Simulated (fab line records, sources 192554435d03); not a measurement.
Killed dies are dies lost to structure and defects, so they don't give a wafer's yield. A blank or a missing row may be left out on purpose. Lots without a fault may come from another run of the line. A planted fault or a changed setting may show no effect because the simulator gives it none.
fab line records | flow n5_finfet | part 1 of 2: steps 1 to 4 of 6
record lots=24 wafers=72 last_day=17
route steps=1938 shown BEOL_M7@1319 BEOL_M8@1377 BEOL_M9@1401
lots that met no fault: from a run of the same line without faults
start_h: hours from the record's first day to the start of the lot's first wafer shown | wait_h: hours since the lot's step before | " the same as in the row above | L1.1+2: a row that stands for several wafers | - no value, or no start given | * or withheld: withheld | < > ~ a bound
route shown NAME@n: a module of which the file shows steps, and the number in the route of the first | usual: mean/standard deviation of fault-free wafers | same: alike in all rows | chamber/n: place in a boat | sites: the reading at each site | _std_site: their standard deviation | _edge_site: outer sites' mean less inner sites' | radius_mm: how far each site lies from the wafer's centre | mask NAME#n: copy n | behind: the tool/chamber that last shaped the wafer | hold: why the lot was held/for how many hours/how that ended | device: the transistor (n, p or np) that didn't switch | end of line: the same wafers' tests at the end of the route | a step without rows: its recipe alone | killed: dies lost to structure and defects at the first sort, not the wafer's yield | map: a wafer's dies, x killed, . not, _ none there
set.NAME: the setting as run; set.NAME@STEP: as run at that earlier step | model.NAME: the simulator's own value behind a step, which no gauge read
steps of the route over a sample of lots; a table a step, a row a wafer
services: from which hour (start_h, from the record's first day; less than 0 if before it) a tool's chamber was out of use, for how many hours, and why
## steps
# step N5_BEOL_M7_PRE_CLEAN_45
# recipe gas=H2/He time_s=30 temp_c=250
# usual heater_power_w=343/44
# columns lot.wafer tool chamber start_h wait_h heater_power_w
L074.1 pvd_sputter-03 - 200.63 0.0 306
L074.2 " - " " 293
L074.3 " - " " 357
L075.1 pvd_sputter-02 - 204.49 0.0 361
L075.2 " - " " 314
L075.4 " - " " 381
L076.1 pvd_sputter-03 - 207.37 0.0 300
L076.2 " - " " 357
L076.4 " - " " 464
L077.1 pvd_sputter-01 - 210.36 0.0 358
L077.5 " - " " 366
L077.6 " - " " 320
L078.1 pvd_sputter-01 - 215.84 0.0 371
L078.2 " - " " 298
L078.3 " - " " 316
L079.1 pvd_sputter-01 - 217.98 0.0 351
L079.2 " - " " 377
L079.3 " - " " 323
L081.1 pvd_sputter-01 - 236.00 0.0 325
L081.2 " - " " 290
L081.6 " - " " 297
L080.2 pvd_sputter-03 - 236.50 0.0 314
L080.5 " - " " 460
L080.6 " - " " 349
L082.2 pvd_sputter-01 - 240.48 0.0 318
L082.5 " - " " 352
L082.6 " - " " 292
L083.1 pvd_sputter-01 - 254.95 0.0 305
L083.3 " - " " 325
L083.5 " - " " 373
L084.1 pvd_sputter-01 - 256.01 0.0 345
L084.3 " - " " 326
L084.6 " - " " 297
L086.2 pvd_sputter-01 - 264.97 0.0 298
L086.5 " - " " 301
L086.6 " - " " 351
L085.3 pvd_sputter-01 - 265.13 0.0 303
L085.4 " - " " 348
L085.5 " - " " 296
L088.1 pvd_sputter-03 - 273.83 0.0 313
L088.3 " - " " 468
L088.4 " - " " 287
L087.3 pvd_sputter-01 - 274.74 0.0 377
L087.5 " - " " 298
L087.6 " - " " 315
L089.1 pvd_sputter-01 - 280.62 0.0 349
L089.3 " - " " 298
L089.6 " - " " 372
L091.1 pvd_sputter-03 - 297.47 0.0 457
L091.5 " - " " 302
L091.6 " - " " 303
L090.1 pvd_sputter-03 - 303.30 0.0 312
L090.3 " - " " 360
L090.5 " - " " 299
L092.1 pvd_sputter-03 - 309.92 0.0 293
L092.2 " - " " 466
L092.3 " - " " 355
L093.1 pvd_sputter-02 - 310.69 0.0 388
L093.2 " - " " 355
L093.4 " - " " 350
L094.2 pvd_sputter-02 - 311.53 0.0 377
L094.4 " - " " 309
L094.6 " - " " 357
L096.2 pvd_sputter-01 - 323.90 0.0 353
L096.4 " - " " 372
L096.6 " - " " 325
L095.1 pvd_sputter-01 - 332.44 0.0 328
L095.4 " - " " 308
L095.6 " - " " 301
L097.3 pvd_sputter-01 - 333.48 0.0 339
L097.4 " - " " 290
L097.5 " - " " 351
# step N5_BEOL_M8_TRENCH_ETCH_37
# recipe chemistry=C4F6/O2 target_depth_a=934.78 target=SiCOH_lowk time_s=31.2 ion_energy_ev=250 pressure_mtorr=30 source_w=345 bias_w=185 Ar_flow_sccm=300 C4F6_flow_sccm=10 O2_flow_sccm=10
# usual drypump_motor_current_A=5.6/0.49 oes_f_703_au=0.82/0.081 oes_product_au=0.81/0.086 rf_vpp_V=660/4.3 showerhead_plenum_p_Torr=2.84/0.081 throttle_valve_pct=20.90/0.18
# columns lot.wafer tool chamber start_h wait_h drypump_motor_current_A oes_f_703_au oes_product_au rf_hours_counter_h rf_vpp_V showerhead_plenum_p_Torr throttle_valve_pct
L074.1 rie_diel-01 2 - - 5.5 0.73 0.71 187 665 2.84 20.86
L074.2 " 1 " " 4.8 0.88 0.89 33 655 2.79 20.62
L074.3 " 3 " " 5.8 0.88 0.88 41 657 2.89 20.77
L075.1 rie_diel-01 0 - - 5.4 0.93 0.93 22 662 2.91 21.13
L075.2 " 3 " " 5.8 0.88 0.88 44 657 2.88 20.77
L075.4 " 1 " " 4.9 0.87 0.89 35 654 2.79 20.61
L076.1 rie_diel-06 0 - - 5.5 0.75 0.75 152 666 2.95 21.04
L076.2 " 2 " " 5.4 0.92 0.93 17 658 2.81 20.86
L076.4 " 1 " " 5.3 0.69 0.69 242 653 2.80 20.98
L077.1 rie_diel-06 0 - - 5.6 0.75 0.75 153 668 2.95 21.05
L077.5 " 3 " " 6.8 0.75 0.73 - 663 2.94 20.98
L077.6 " 2 " " 5.4 0.92 0.92 - 658 2.80 20.85
L078.1 rie_diel-06 1 - - 5.3 0.69 0.68 245 652 2.80 20.98
L078.2 " 0 " " 5.5 0.75 0.75 155 667 2.95 21.04
L078.3 " 2 " " 5.4 0.91 0.91 20 657 2.80 20.85
L079.1 rie_diel-01 2 - - 5.5 0.71 0.71 194 664 2.84 20.86
L079.2 " 3 " " 5.8 0.88 0.88 48 656 2.88 20.78
L079.3 " 1 " " 4.9 0.86 0.89 40 654 2.78 20.63
L081.1 rie_diel-01 2 - - 5.5 0.71 0.71 201 663 2.84 20.88
L081.2 " 3 " " 5.8 0.86 0.86 54 658 2.88 20.80
L081.6 " 2 " " 5.5 0.71 0.71 - 664 2.84 20.87
L080.2 rie_diel-04 1 - - 5.6 0.69 0.68 235 662 2.80 20.88
L080.5 " 3 " " 5.6 0.74 0.72 - 664 2.70 20.71
L080.6 " 2 " " 6.5 0.89 0.89 - 666 3.02 20.93
L082.2 rie_diel-06 3 - - 6.8 0.74 0.73 195 660 2.93 21.00
L082.5 " 0 " " 5.5 0.74 0.73 - 665 2.94 21.05
L082.6 " 2 " " 5.4 0.90 0.89 - 659 2.80 20.85
L083.1 rie_diel-06 2 - - 5.4 0.89 0.88 34 657 2.80 20.86
L083.3 " 3 " " 6.8 0.73 0.72 200 660 2.93 21.03
L083.5 " 3 " " 6.8 0.73 0.72 - 661 2.93 21.01
L084.1 rie_diel-01 0 - - 5.3 0.88 0.88 40 663 2.90 21.16
L084.3 " 3 " " 5.7 0.85 0.86 61 656 2.88 20.81
L084.6 " 1 " " 4.8 0.85 0.87 - 653 2.78 20.66
L086.2 rie_diel-01 1 - - 4.9 0.85 0.85 56 653 2.78 20.64
L086.5 " 3 " " 5.8 0.85 0.85 - 656 2.88 20.80
L086.6 " 0 " " 5.3 0.88 0.88 - 663 2.90 21.16
L085.3 rie_diel-04 1 - - 5.6 0.68 0.67 246 663 2.79 20.89
L085.4 " 1 " " 5.6 0.68 0.67 - 663 2.79 20.89
L085.5 " 3 " " 5.6 0.72 0.71 - 664 2.70 20.72
L088.1 rie_diel-01 3 - - 5.8 0.84 0.85 67 657 2.87 20.80
L088.3 " 1 " " 4.9 0.85 0.84 59 653 2.77 20.67
L088.4 " 2 " " 5.5 0.70 0.70 213 664 2.83 20.89
L087.3 rie_diel-01 1 - - 4.8 0.84 0.85 60 653 2.77 20.67
L087.5 " 0 " " 5.4 0.88 0.88 - 663 2.90 21.15
L087.6 " 1 " " 4.9 0.84 0.85 - 654 2.77 20.66
L089.1 rie_diel-01 1 - - 4.8 0.83 0.84 63 653 2.77 20.67
L089.3 " 2 " " 5.5 0.69 0.70 217 664 2.83 20.90
L089.6 " 1 " " 4.8 0.83 0.84 - 653 2.77 20.67
L091.1 rie_diel-06 3 - - 6.8 0.72 0.70 219 660 2.92 21.02
L091.5 " 2 " " 5.4 0.86 0.85 - 657 2.79 20.89
L091.6 " 3 " " 6.8 0.72 0.70 - 661 2.92 21.04
L090.1 rie_diel-04 1 - - 5.6 0.95 0.96 5 664 2.79 20.53
L090.3 " 0 " " 5.6 0.89 0.89 33 659 2.80 21.11
L090.5 " 1 " " 5.6 0.95 0.95 - 662 2.79 20.54
L092.1 rie_diel-01 2 - - 5.5 0.69 0.68 226 665 2.82 20.91
L092.2 " 1 " " 4.9 0.83 0.82 72 654 2.77 20.67
L092.3 " 0 " " 5.3 0.86 0.86 58 662 2.89 21.18
L093.1 rie_diel-04 2 - - 6.5 0.85 0.85 61 665 3.01 20.97
L093.2 " 3 " " 5.6 0.72 0.70 244 663 2.69 20.74
L093.4 " 0 " " 5.6 0.89 0.88 35 661 2.80 21.09
L094.2 rie_diel-04 1 - - 5.6 0.93 0.95 8 663 2.79 20.56
L094.4 " 2 " " 6.5 0.86 0.85 62 666 3.01 20.98
L094.6 " 0 " " 5.6 0.87 0.88 - 660 2.80 21.10
L096.2 rie_diel-04 2 - - 6.5 0.85 0.84 66 668 3.01 20.96
L096.4 " 0 " " 5.6 0.88 0.88 39 660 2.80 21.13
L096.6 " 0 " " 5.6 0.87 0.88 - 659 2.80 21.11
L097.3 rie_diel-04 2 - - 6.5 0.84 0.83 69 664 3.01 20.96
L097.4 " 0 " " 5.6 0.87 0.88 - 659 2.80 21.13
L097.5 " 2 " " 6.5 0.85 0.84 - 666 3.01 20.99
L095.1 rie_diel-01 1 - - 4.8 0.82 0.82 81 655 2.77 20.69
L095.4 " 3 " " 5.8 0.82 0.82 89 656 2.86 20.84
L095.6 " 1 " " 4.8 0.81 0.82 - 654 2.76 20.69
# step N5_BEOL_M8_STRIP_80
# recipe chemistry=N2/H2 time_s=10 power_w=450 temp_c=40 pressure_mtorr=20 rf_frequency_hz=6e+07 bias_power_w=7 n2_flow_sccm=200 h2_flow_sccm=200
# usual bias_power_w=7.002/0.02 drypump_motor_current_A=5.6/0.49 h2_flow_sccm=200.0/0.55 oes_product_au=0.81/0.087 rf_vpp_V=59.2/0.79 showerhead_plenum_p_Torr=2.54/0.08 throttle_valve_pct=23.63/0.19
# columns lot.wafer tool chamber start_h wait_h bias_power_w drypump_motor_current_A h2_flow_sccm oes_product_au rf_hours_counter_h rf_vpp_V showerhead_plenum_p_Torr throttle_valve_pct
L074.1 rie_diel-01 2 - - 6.998 5.5 200.0 0.71 187 60.6 2.52 23.54
L074.2 " 1 " " 6.991 4.8 200.0 0.89 33 59.4 2.48 23.40
L074.3 " 3 " " 7.008 5.7 200.1 0.88 41 59.1 2.59 23.48
L075.1 rie_diel-01 0 - - 7.000 5.3 199.6 0.92 22 58.8 2.60 23.94
L075.2 " 3 " " 6.976 5.8 200.2 0.87 44 61.3 2.59 23.47
L075.4 " 1 " " 6.991 4.9 199.0 0.89 35 59.6 2.48 23.41
L076.1 rie_diel-06 0 - - 7.011 5.6 199.1 0.74 152 59.3 2.64 23.75
L076.2 " 2 " " 6.986 5.4 200.6 0.92 17 59.4 2.49 23.38
L076.4 " 1 " " 6.948 5.3 200.6 0.68 242 59.1 2.50 23.69
L077.1 rie_diel-06 0 - - 6.986 5.5 199.9 0.74 153 60.0 2.64 23.72
L077.5 " 3 " " 7.010 6.8 200.8 0.74 - 59.2 2.63 23.52
L077.6 " 2 " " 6.962 5.4 200.1 0.92 - 59.0 2.49 23.39
L078.1 rie_diel-06 1 - - 7.024 5.3 199.4 0.67 245 58.1 2.50 23.70
L078.2 " 0 " " 6.989 5.5 199.8 0.75 155 60.2 2.64 23.74
L078.3 " 2 " " 7.015 5.4 200.4 0.92 20 59.1 2.49 23.38
L079.1 rie_diel-01 2 - - 7.004 5.5 198.7 0.70 194 59.0 2.52 23.53
L079.2 " 3 " " 7.005 5.8 199.9 0.87 48 59.8 2.59 23.47
L079.3 " 1 " " 7.001 4.9 200.1 0.87 40 59.4 2.48 23.41
L081.1 rie_diel-01 2 - - 6.987 5.5 199.5 0.71 201 60.0 2.52 23.55
L081.2 " 3 " " 7.012 5.8 200.2 0.87 54 58.4 2.59 23.50
L081.6 " 2 " " 6.985 5.5 200.0 0.70 - 59.4 2.52 23.56
L080.2 rie_diel-04 1 - - 6.975 5.6 199.5 0.68 235 59.4 2.51 23.88
L080.5 " 3 " " 6.986 5.6 200.2 0.73 - 59.4 2.40 23.45
L080.6 " 2 " " 6.996 6.5 200.5 0.89 - 59.1 2.71 23.76
L082.2 rie_diel-06 3 - - 7.013 6.9 199.7 0.72 195 59.9 2.63 23.53
L082.5 " 0 " " 6.984 5.5 200.1 0.74 - 61.0 2.64 23.76
L082.6 " 2 " " 6.993 5.4 200.2 0.89 - 58.3 2.49 23.39
L083.1 rie_diel-06 2 - - 7.005 5.4 199.6 0.88 34 59.4 2.48 23.41
L083.3 " 3 " " 7.015 6.9 199.8 0.72 200 60.1 2.62 23.54
L083.5 " 3 " " 7.017 6.8 200.0 0.72 - 59.2 2.62 23.54
L084.1 rie_diel-01 0 - - 7.006 5.4 200.0 0.89 40 59.1 2.60 23.96
L084.3 " 3 " " 7.023 5.8 200.3 0.85 61 58.8 2.58 23.48
L084.6 " 1 " " 6.971 4.9 199.9 0.86 - 60.2 2.47 23.42
L086.2 rie_diel-01 1 - - 6.981 4.9 198.7 0.86 56 60.2 2.47 23.43
L086.5 " 3 " " 7.012 5.8 200.0 0.85 - 59.3 2.58 23.50
L086.6 " 0 " " 7.038 5.4 199.1 0.87 - 59.6 2.60 23.98
L085.3 rie_diel-04 1 - - 7.012 5.6 200.6 0.67 246 59.7 2.50 23.90
L085.4 " 1 " " 6.994 5.6 199.7 0.67 - 58.5 2.50 23.91
L085.5 " 3 " " 7.018 5.6 199.8 0.72 - 58.4 2.40 23.48
L088.1 rie_diel-01 3 - - 7.002 5.8 199.6 0.85 67 59.8 2.58 23.52
L088.3 " 1 " " 7.015 4.9 199.9 0.85 59 59.3 2.47 23.44
L088.4 " 2 " " 7.001 5.5 201.0 0.70 213 58.6 2.51 23.57
L087.3 rie_diel-01 1 - - 6.989 4.9 199.8 0.84 60 59.0 2.47 23.46
L087.5 " 0 " " 6.976 5.3 200.1 0.88 - 58.9 2.59 23.98
L087.6 " 1 " " 7.008 4.9 199.5 0.85 - 58.0 2.47 23.43
L089.1 rie_diel-01 1 - - 7.004 4.9 199.9 0.86 64 58.0 2.47 23.44
L089.3 " 2 " " 7.035 5.5 200.2 0.69 217 58.1 2.51 23.56
L089.6 " 1 " " 7.006 4.9 200.0 0.85 - 60.1 2.47 23.45
L091.1 rie_diel-06 3 - - 7.002 6.8 199.8 0.71 219 60.2 2.61 23.55
L091.5 " 2 " " 7.026 5.4 198.8 0.85 - 58.9 2.48 23.41
L091.6 " 3 " " 7.001 6.8 199.9 0.71 - 59.8 2.62 23.58
L090.1 rie_diel-04 1 - - 6.955 5.6 200.1 0.95 5 59.7 2.50 23.62
L090.3 " 0 " " 7.002 5.6 200.6 0.88 34 58.8 2.49 23.84
L090.5 " 1 " " 6.973 5.6 200.2 0.95 - 58.6 2.50 23.63
L092.1 rie_diel-01 2 - - 6.991 5.5 199.2 0.69 226 59.5 2.50 23.59
L092.2 " 1 " " 6.980 4.8 199.3 0.84 72 59.9 2.47 23.45
L092.3 " 0 " " 7.017 5.4 201.6 0.86 58 58.2 2.59 23.99
L093.1 rie_diel-04 2 - - 7.032 6.5 200.1 0.84 61 59.7 2.69 23.79
L093.2 " 3 " " 6.990 5.6 199.7 0.70 245 58.7 2.39 23.50
L093.4 " 0 " " 6.999 5.6 199.4 0.88 35 59.9 2.49 23.84
L094.2 rie_diel-04 1 - - 7.009 5.6 199.8 0.94 8 58.7 2.50 23.61
L094.4 " 2 " " 7.035 6.5 199.5 0.85 62 59.1 2.69 23.80
L094.6 " 0 " " 6.972 5.6 198.9 0.88 - 59.4 2.49 23.84
L096.2 rie_diel-04 2 - - 7.004 6.5 201.2 0.84 66 60.0 2.69 23.80
L096.4 " 0 " " 7.016 5.6 199.3 0.87 39 60.4 2.49 23.84
L096.6 " 0 " " 7.012 5.6 199.9 0.87 - 59.5 2.49 23.84
L097.3 rie_diel-04 2 - - 6.988 6.5 200.0 0.84 69 59.4 2.69 23.81
L097.4 " 0 " " 6.968 5.6 199.4 0.88 - 59.1 2.48 23.85
L097.5 " 2 " " 6.986 6.5 200.1 0.84 - 59.8 2.69 23.81
L095.1 rie_diel-01 1 - - 6.999 4.9 199.6 0.83 81 57.9 2.46 23.49
L095.4 " 3 " " 7.011 5.8 199.8 0.82 89 59.8 2.57 23.52
L095.6 " 1 " " 7.002 4.9 199.8 0.82 - 59.7 2.46 23.47
# step N5_BEOL_M8_DEGAS_44
# recipe ambient=vacuum temp_c=250 time_s=60
# usual heater_power_w=343/34
# columns lot.wafer tool chamber start_h wait_h heater_power_w
L074.1 pvd_sputter-02 - 207.76 0.3 355
L074.2 " - " " 358
L074.3 " - " " 310
L076.1 pvd_sputter-01 - 213.28 0.3 366
L076.2 " - " " 319
L076.4 " - " " 350
L075.1 pvd_sputter-02 - 213.60 0.6 351
L075.2 " - " " 305
L075.4 " - " " 370
L077.1 pvd_sputter-01 - 217.86 1.3 305
L077.5 " - " " 348
L077.6 " - " " 380
L078.1 pvd_sputter-02 - 223.49 0.7 348
L078.2 " - " " 354
L078.3 " - " " 376
L079.1 pvd_sputter-02 - 226.65 0.3 307
L079.2 " - " " 381
L079.3 " - " " 348
L081.1 pvd_sputter-01 - 244.53 0.5 361
L081.2 " - " " 334
L081.6 " - " " 348
L080.2 pvd_sputter-01 - 245.05 0.5 321
L080.5 " - " " 325
L080.6 " - " " 374
L082.2 pvd_sputter-01 - 248.51 0.5 323
L082.5 " - " " 355
L082.6 " - " " 295
L083.1 pvd_sputter-03 - 260.63 0.3 475
L083.3 " - " " 299
L083.5 " - " " 292
L084.1 pvd_sputter-01 - 264.61 2.2 325
L084.3 " - " " 368
L084.6 " - " " 345
L086.2 pvd_sputter-01 - 273.22 0.4 367
L086.5 " - " " 324
L086.6 " - " " 376
L085.3 pvd_sputter-02 - 273.24 0.3 310
L085.4 " - " " 345
L085.5 " - " " 349
L088.1 pvd_sputter-03 - 280.59 0.4 314
L088.3 " - " " 293
L088.4 " - " " 465
L087.3 pvd_sputter-02 - 283.10 0.9 394
L087.5 " - " " 382
L087.6 " - " " 351
L089.1 pvd_sputter-01 - 290.48 0.4 325
L089.3 " - " " 376
L089.6 " - " " 322
L091.1 pvd_sputter-03 - 306.64 0.4 296
L091.5 " - " " 351
L091.6 " - " " 316
L090.1 pvd_sputter-02 - 311.62 0.3 310
L090.3 " - " " 382
L090.5 " - " " 308
L092.1 pvd_sputter-01 - 316.47 0.4 373
L092.2 " - " " 310
L092.3 " - " " 351
L093.1 pvd_sputter-02 - 320.11 3.4 304
L093.2 " - " " 383
L093.4 " - " " 351
L094.2 pvd_sputter-02 - 320.91 0.4 306
L094.4 " - " " 343
L094.6 " - " " 370
L096.2 pvd_sputter-01 - 332.32 1.3 372
L096.4 " - " " 321
L096.6 " - " " 334
L097.3 pvd_sputter-02 - 341.97 0.2 303
L097.4 " - " " 360
L097.5 " - " " 360
L095.1 pvd_sputter-02 - 342.37 0.4 358
L095.4 " - " " 369
L095.6 " - " " 314
